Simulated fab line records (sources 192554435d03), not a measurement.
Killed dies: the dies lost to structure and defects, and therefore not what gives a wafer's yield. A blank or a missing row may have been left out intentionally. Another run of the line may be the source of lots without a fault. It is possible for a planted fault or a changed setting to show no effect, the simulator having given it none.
Which of the tools did it? | flow n5-finfet | 12 lots (36 wafers sampled), 1 step of a 1938-step route

== WHAT THE GAUGES SHOWED, per wafer ==
N5_BEOL_M4_OCD_MEAS_38.
lot  | measured     | on     | trench-depth-nm (nm)
L075 | day 8 20:32  | ocd-02 | 54.3 55.4 56.3
L076 | day 9 04:27  | ocd-02 | 54.4 55.4 57.3
L079 | day 9 09:34  | ocd-02 | 53.8 54.6 55.0
L081 | day 10 04:25 | ocd-01 | 56.2 55.2 56.0
L082 | day 10 15:10 | ocd-02 | 55.9 55.5 55.3
L085 | day 11 13:44 | ocd-02 | 55.2 55.0 54.0
L087 | day 11 17:05 | ocd-01 | 55.1 56.7 55.9
L088 | day 12 02:29 | ocd-01 | 54.9 55.4 56.2
L092 | day 12 14:36 | ocd-02 | 54.9 56.5 57.1
L094 | day 13 06:04 | ocd-01 | 55.9 54.7 57.4
L095 | day 13 16:17 | ocd-02 | 56.7 55.9 57.5
L097 | day 14 04:31 | ocd-01 | 54.5 53.9 55.2

== TOOL THAT RAN EACH LOT (tool first, then ch and the chambers of the sampled wafers, then the start) ==
Record: no process step prior to these readings.

== THE ANSWER, worked out from the rows above alone ==
Rule: what is usual is taken from the lots themselves. Put in order of their means at a reading, lots are off if they are a third of the lots or fewer, leave a main group of 4 or more, and stand apart from it by a gap of 3 or more times the standard deviation of the main group's means; of several such gaps the widest counts. Not used: any main group whose means are identical at the precision the tables above print for the reading. Also off: a lot with no number at a reading for which 4 or more lots have one. The other lots that the step has rows for count as sound.
Across all readings shown, no lot is off: no conclusion can be drawn from this.

== WHAT HAD BEEN PUT IN BY THE SIMULATOR ==
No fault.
